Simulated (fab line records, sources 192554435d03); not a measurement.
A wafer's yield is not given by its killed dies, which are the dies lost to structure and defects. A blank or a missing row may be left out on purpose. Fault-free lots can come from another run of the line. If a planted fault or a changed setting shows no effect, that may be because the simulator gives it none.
fab line records | flow n5_finfet
record: lots: 10 wafers: 30 last_day: 18
route steps=1938 shown SDB@357 DUMMY_REMOVAL@381 BEOL_M4@1111
lots that met no fault: from a run of the same line without faults
start_h: hours from the record's first day to the start of the lot's first wafer shown | wait_h: time in hours since the lot's previous step | " identical to the entry in the row above | L1.1+2: one row covering several wafers at once | - either no value or no given start | * or withheld: withheld | < > ~ a bound
route shown NAME@n: NAME is a module with steps in the file, n the number in the route of the first one | usual: mean/standard deviation of fault-free wafers | same: alike in all rows | chamber/n: place in a boat | sites: per-site readings | _std_site: their standard deviation | _edge_site: outer sites' mean less inner sites' | radius_mm: for every site, how far away it sits from the centre of the wafer | mask NAME#n: copy n | behind: tool/chamber where the wafer was last shaped | hold: why the lot was held/for how many hours/how that ended | device: the n, p or np transistor that did not switch | end of line: at the end of the route, the tests of the same wafers | a step with no rows: only its recipe | killed: at the first sort, the dies lost to defects and structure; wafer yield is something else | map: a wafer's dies, x killed, . not, _ none there
set.NAME: the setting that was run; set.NAME@STEP: the one run at that earlier step | model.NAME: the simulator's own value behind a step, which no gauge read
route steps across a sampled set of lots; one table per step, one row per wafer
services: a tool's chamber out of use, with start hour (start_h, from the record's first day; less than 0 if before it), hours out, and reason
== steps ==
step: N5_SDB_OVL_MEAS_12
recipe: points_per_wafer: 44
usual: SDB_OVL: 0.6/0.78
columns lot.wafer tool chamber start_h wait_h SDB_OVL[nm]
L331.2 overlay-02 0 66.49 0.0 -0.5
L331.3 " 0 " " 0.2
L331.4 " 0 " " -0.6
L334.1 overlay-01 0 84.73 0.0 -0.5
L334.4 " 0 " " 0.2
L334.6 " 0 " " -1.1
L338.2 overlay-02 0 111.14 0.0 -0.3
L338.4 " 0 " " -1.2
L338.5 " 0 " " 0.4
L344.1 overlay-02 0 150.41 0.0 0.7
L344.3 " 0 " " -0.6
L344.4 " 0 " " 1.2
L346.3 overlay-02 0 156.50 0.0 0.4
L346.5 " 0 " " 2.4
L346.6 " 0 " " 1.3
L347.3 overlay-01 0 160.87 0.0 1.0
L347.4 " 0 " " 0.6
L347.6 " 0 " " 0.3
L349.2 overlay-02 0 171.23 0.0 0.6
L349.3 " 0 " " 0.3
L349.4 " 0 " " -0.2
L350.1 overlay-01 0 180.16 0.0 1.8
L350.2 " 0 " " 1.5
L350.4 " 0 " " 0.8
L351.1 overlay-02 0 187.31 0.0 0.3
L351.2 " 0 " " 0.8
L351.4 " 0 " " 0.9
L354.1 overlay-02 0 205.38 0.0 -0.3
L354.4 " 0 " " -0.8
L354.5 " 0 " " 1.5
step: N5_SDB_ALD_29
recipe: material: SiNx target_thk_a: 300 temp_c: 400 ald_precursor_family: SiH2I2 ald_co_reactant: N2/H2-plasma pulse_time_s: 1 ald_cycles: 600 purge_time_s: 2 co_reactant_purge_time_s: 2 pressure_torr: 2
usual: ald_cycles: 600/0 heater_power_w: 876/110 precursor_pulse_height_rel: 1.001/0.021
columns lot.wafer tool chamber start_h wait_h ald_cycles heater_power_w precursor_pulse_height_rel since_wet_clean_h
L331.2 ald_sin-02 0 67.76 0.0 600 1052 0.969 258
L331.3 " 1 " " 600 1027 0.996 258
L331.4 " 2 " " 600 736 1.002 258
L334.1 ald_sin-03 2 85.66 0.0 600 831 1.005 182
L334.4 " 3 " " 600 985 0.974 182
L334.6 " 1 87.01 1.4 600 806 1.041 -
L338.2 ald_sin-03 3 112.09 0.0 600 997 1.010 208
L338.4 " 1 " " 549 796 1.000 208
L338.5 " 3 113.44 1.4 549 990 1.005 -
L344.1 ald_sin-03 0 151.82 0.0 600 839 1.038 248
L344.3 " 2 " " 600 836 1.021 248
L344.4 " 3 " " 549 989 0.987 248
L346.3 ald_sin-02 0 157.42 0.0 600 1058 1.007 347
L346.5 " 0 158.78 1.4 600 1020 1.027 -
L346.6 " 3 " " 600 856 1.016 -
L347.3 ald_sin-02 1 162.27 0.0 600 1045 1.006 352
L347.4 " 2 " " 600 728 0.986 352
L347.6 " 3 163.62 1.4 600 885 0.984 -
L349.2 ald_sin-02 0 172.26 0.0 600 1047 0.983 362
L349.3 " 1 " " 600 1024 0.960 362
L349.4 " 3 " " 600 894 1.008 362
L350.1 ald_sin-04 0 181.06 0.0 600 868 0.998 82
L350.2 " 1 " " 600 838 1.000 82
L350.4 " 3 " " 600 709 1.004 82
L351.1 ald_sin-04 1 189.44 1.3 600 831 1.015 91
L351.2 " 3 " " 600 717 1.033 91
L351.4 " 3 190.79 2.7 600 692 1.015 -
L354.1 ald_sin-02 2 207.02 0.0 600 749 1.024 17
L354.4 " 1 " " 600 1037 0.988 17
L354.5 " 3 208.37 1.4 600 897 0.997 -
step: N5_SDB_THK_MEAS_31
recipe: reads: a-Si_of_DUMMY_GATE_CVD_03
usual: SDB_THK: 63.9/0.99
columns lot.wafer tool chamber start_h wait_h SDB_THK[nm]
L331.2 film_metro-02 - 70.79 - 64.2
L331.3 " - " " 64.7
L331.4 " - " " 63.9
L334.1 film_metro-02 - 88.69 - 63.6
L334.4 " - " " 62.6
L334.6 " - " " 63.0
L338.2 film_metro-02 - 115.12 - 64.9
L338.4 " - " " 65.3
L338.5 " - " " 65.9
L344.1 film_metro-02 - 154.85 - 64.8
L344.3 " - " " 64.0
L344.4 " - " " 64.8
L346.3 film_metro-02 - 160.45 - 63.9
L346.5 " - " " 63.7
L346.6 " - " " 63.2
L347.3 film_metro-01 - 165.40 - 62.8
L347.4 " - " " 62.1
L347.6 " - " " 64.2
L349.2 film_metro-02 - 175.29 - 64.5
L349.3 " - " " 63.9
L349.4 " - " " 64.3
L350.1 film_metro-02 - 184.09 - 63.7
L350.2 " - " " 63.3
L350.4 " - " " 63.2
L351.1 film_metro-01 - 192.50 - 63.9
L351.2 " - " " 63.1
L351.4 " - " " 63.6
L354.1 film_metro-02 - 210.04 - 65.1
L354.4 " - " " 63.4
L354.5 " - " " 65.1
step: N5_DUMMY_REMOVAL_INSPECT_06
recipe: inspect_instrument: brightfield mode: aei
usual: raw_defect_count: 13/6.7
columns lot.wafer tool chamber start_h wait_h raw_defect_count
L331.2 defect_inspect-01 - 71.10 0.0 9
L331.3 " - " " 9
L331.4 " - " " 19
L334.1 defect_inspect-01 - 88.94 0.0 15
L334.4 " - " " 7
L334.6 " - " " 6
L338.2 defect_inspect-02 - 115.39 0.0 7
L338.4 " - " " 7
L338.5 " - " " 8
L344.1 defect_inspect-02 - 155.16 0.0 21
L344.3 " - " " 14
L344.4 " - " " 16
L346.3 defect_inspect-02 - 160.81 0.0 14
L346.5 " - " " 6
L346.6 " - " " 7
L347.3 defect_inspect-01 - 165.70 0.0 27
L347.4 " - " " 19
L347.6 " - " " 9
L349.2 defect_inspect-01 - 175.59 0.0 19
L349.3 " - " " 16
L349.4 " - " " 20
L350.1 defect_inspect-01 - 184.37 0.0 8
L350.2 " - " " 14
L350.4 " - " " 9
L351.1 defect_inspect-02 - 192.86 0.0 9
L351.2 " - " " 7
L351.4 " - " " 9
L354.1 defect_inspect-02 - 210.32 0.0 20
L354.4 " - " " 15
L354.5 " - " " 16
step: N5_BEOL_M4_RC_MEAS_101
usual: DIBL_N: 35.8/1.8 DIBL_P: 35.9/2.2 IOFF_N: 0.16/0.035 IOFF_P: 0.21/0.04 ION_N: 672/11 ION_P: 461/7.4 SS_N: 71.4/0.64 SS_P: 73.2/0.67 VT_N: 250/3.5 VT_P: -251/3.4
columns lot.wafer tool chamber start_h wait_h DIBL_N[mV/V] DIBL_P[mV/V] IOFF_N[nA/um] IOFF_P[nA/um] ION_N[uA/um] ION_P[uA/um] SS_N[mV/dec] SS_P[mV/dec] VT_N[mV] VT_P[mV]
L331.2 prober-02 0 163.66 0.2 35.0 34.4 0.15 0.16 664 450 71.5 73.0 250 -254
L331.3 " 0 " " 35.8 36.3 0.17 0.19 691 467 72.1 73.8 248 -252
L331.4 " 0 " " 35.0 35.2 0.15 0.17 671 459 72.0 72.7 248 -252
L334.1 prober-02 0 183.44 0.0 36.6 36.8 0.18 0.25 683 471 72.0 73.6 245 -246
L334.4 " 0 " " 32.9 32.4 0.12 0.18 659 458 70.8 72.4 255 -251
L334.6 " 0 " " 34.7 33.6 0.14 0.18 665 454 71.4 72.8 249 -250
L338.2 prober-01 0 209.22 0.2 36.0 35.7 0.15 0.20 665 462 71.5 72.8 254 -250
L338.4 " 0 " " 39.2 39.2 0.21 0.27 683 468 72.0 74.2 251 -248
L338.5 " 0 " " 38.9 39.0 0.20 0.25 676 470 72.2 73.1 248 -250
L344.1 prober-02 0 256.39 0.0 35.2 34.5 0.14 0.18 667 459 70.5 72.1 252 -250
L344.3 " 0 " " 37.3 37.3 0.16 0.22 684 467 71.4 72.6 250 -250
L344.4 " 0 " " 37.5 38.5 0.18 0.25 682 465 71.2 73.1 246 -249
L347.3 prober-02 0 265.80 0.3 31.7 31.2 0.09 0.13 654 456 70.2 71.9 258 -256
L347.4 " 0 " " 34.5 35.6 0.13 0.19 667 461 70.7 73.1 251 -251
L347.6 " 0 " " 33.8 34.5 0.12 0.18 667 469 70.6 72.2 251 -251
L346.3 prober-02 0 277.37 0.3 37.4 36.8 0.21 0.27 697 478 71.8 73.6 245 -244
L346.5 " 0 " " 39.5 40.4 0.25 0.34 702 486 72.1 73.8 242 -243
L346.6 " 0 " " 34.0 33.2 0.13 0.20 667 462 70.4 72.5 252 -247
L349.2 prober-01 0 280.65 0.2 37.3 36.3 0.18 0.21 672 458 72.0 73.2 248 -251
L349.3 " 0 " " 37.0 35.8 0.16 0.20 682 464 70.6 73.4 249 -251
L349.4 " 0 " " 32.9 31.6 0.11 0.15 661 456 70.9 72.5 252 -256
L351.1 prober-02 0 282.56 0.0 35.1 36.4 0.15 0.23 668 461 71.7 73.3 248 -248
L351.2 " 0 " " 36.7 38.3 0.19 0.26 679 472 72.2 72.9 246 -245
L351.4 " 0 " " 34.3 35.3 0.14 0.21 669 466 71.8 72.9 252 -248
L350.1 prober-01 0 284.90 0.0 37.0 36.5 0.16 0.22 673 455 71.6 73.1 251 -249
L350.2 " 0 " " 37.4 37.5 0.17 0.26 670 462 71.8 74.1 248 -245
L350.4 " 0 " " 36.3 36.1 0.17 0.22 671 463 71.5 73.4 250 -247
L354.1 prober-02 0 311.74 0.0 34.4 33.0 0.11 0.17 659 459 70.6 72.5 255 -251
L354.4 " 0 " " 35.2 34.1 0.12 0.18 658 459 71.7 72.9 255 -253
L354.5 " 0 " " 32.4 30.8 0.09 0.14 653 453 70.3 71.6 257 -255
== services ==
columns tool chamber start_h hours kind
ald_sin-04 3 48.05 11.2 repair
ald_sin-04 - 85.25 14.0 pm
ald_sin-04 0 85.25 14.0 vent_cycle
ald_sin-04 1 85.25 14.0 vent_cycle
ald_sin-04 2 85.25 14.0 vent_cycle
ald_sin-04 3 85.25 14.0 vent_cycle
ald_sin-04 0 99.25 - clean
ald_sin-04 1 99.25 - clean
ald_sin-04 2 99.25 - clean
ald_sin-04 3 99.25 - clean
ald_sin-03 - 174.14 0.8 repair
ald_sin-02 - 176.75 14.0 pm
ald_sin-02 0 176.75 14.0 vent_cycle
ald_sin-02 1 176.75 14.0 vent_cycle
ald_sin-02 2 176.75 14.0 vent_cycle
ald_sin-02 3 176.75 14.0 vent_cycle
ald_sin-02 0 190.75 - clean
ald_sin-02 1 190.75 - clean
ald_sin-02 2 190.75 - clean
ald_sin-02 3 190.75 - clean
ald_sin-02 3 194.48 6.7 repair
== key ==
first_sign: step: N5_SDB_ALD_29 reading: ald_cycles direction: down sigmas: 99+ usual: * struck: *
effect none on later readings
met_at N5_SDB_ALD_29
struck_lots L338,L344
struck_wafers L338.4,L338.5,L344.4
not_acting_at N5_SDB_OVL_MEAS_12,N5_SDB_THK_MEAS_31,N5_DUMMY_REMOVAL_INSPECT_06
onset_between 85.66 112.09
fault: kind: process_parameter_drift tool: ald_sin-03 chamber: - onset_h: 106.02 steps: N5_SDB_ALD_29 channel: ald_cycles offset: * shape: step end_h: 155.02 scope: struck_wafers_only acts_in: * stated: *
